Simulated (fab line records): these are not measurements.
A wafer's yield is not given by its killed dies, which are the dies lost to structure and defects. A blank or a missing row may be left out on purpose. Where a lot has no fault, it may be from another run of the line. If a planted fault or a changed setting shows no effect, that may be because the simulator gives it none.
Matching of chambers | flow n5-finfet | pecvd-01 running N5_BEOL_M8_ILD_DEP_00: 3 sister chambers
The step deposits SiCOH lowk from DEMS/porogen, target thk 179.75 nm, time 33.4 s. 6 wafers are shown with their chamber, then 9 later ones without.

## WAFERS PAIRED WITH THEIR CHAMBERS
wafer  | chamber | throttle-valve-pct (%) | heater-power-w (W)
L087.4 | 1       | 16.0                   | 329
L087.5 | 2       | 13.2                   | 292
L087.6 | 0       | 14.2                   | 272
L090.1 | 0       | 13.9                   | 253
L090.5 | 2       | 13.5                   | 287
L090.6 | 1       | 15.9                   | 293

## WAFERS WHOSE CHAMBER IS MISSING
wafer  | throttle-valve-pct (%) | heater-power-w (W)
L093.2 | 14.3                   | 266
L093.3 | 13.1                   | 296
L093.4 | 14.1                   | 279
L096.1 | 13.2                   | 263
L096.2 | 14.3                   | 283
L096.3 | 13.2                   | 269
L096.4 | 14.0                   | 287
L096.5 | 14.0                   | 294
L096.6 | 13.3                   | 272

## THE CHAMBER EACH PASSED THROUGH
wafer  | from the rows above     | in truth
L093.2 | 0                       | 0
L093.3 | 2                       | 2
L093.4 | 0                       | 0
L096.1 | 2                       | 2
L096.2 | 0                       | 0
L096.3 | 2                       | 2
L096.4 | 0                       | 0
L096.5 | can't be placed: 0 or 2 | 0
L096.6 | 2                       | 2
Correctly placed: 8 of 9. Not placeable from these rows: 1 (in 1, the candidates include the true chamber). Placed wrongly: 0.
How it was worked out, from the rows above alone: a wafer's distance from a chamber is the root of the sum, over the readings, of the square of ((its reading less the chamber's mean) divided by the reading's scatter). If the next closest chamber is less than 2 further off than the closest, the wafer can't be placed; otherwise it belongs to the closest. A chamber's mean is the mean of its shown wafers. The scatter is the square root of a quotient: the sum, over the shown wafers, of each reading's squared deviation from its chamber's mean, divided by wafers minus chambers.
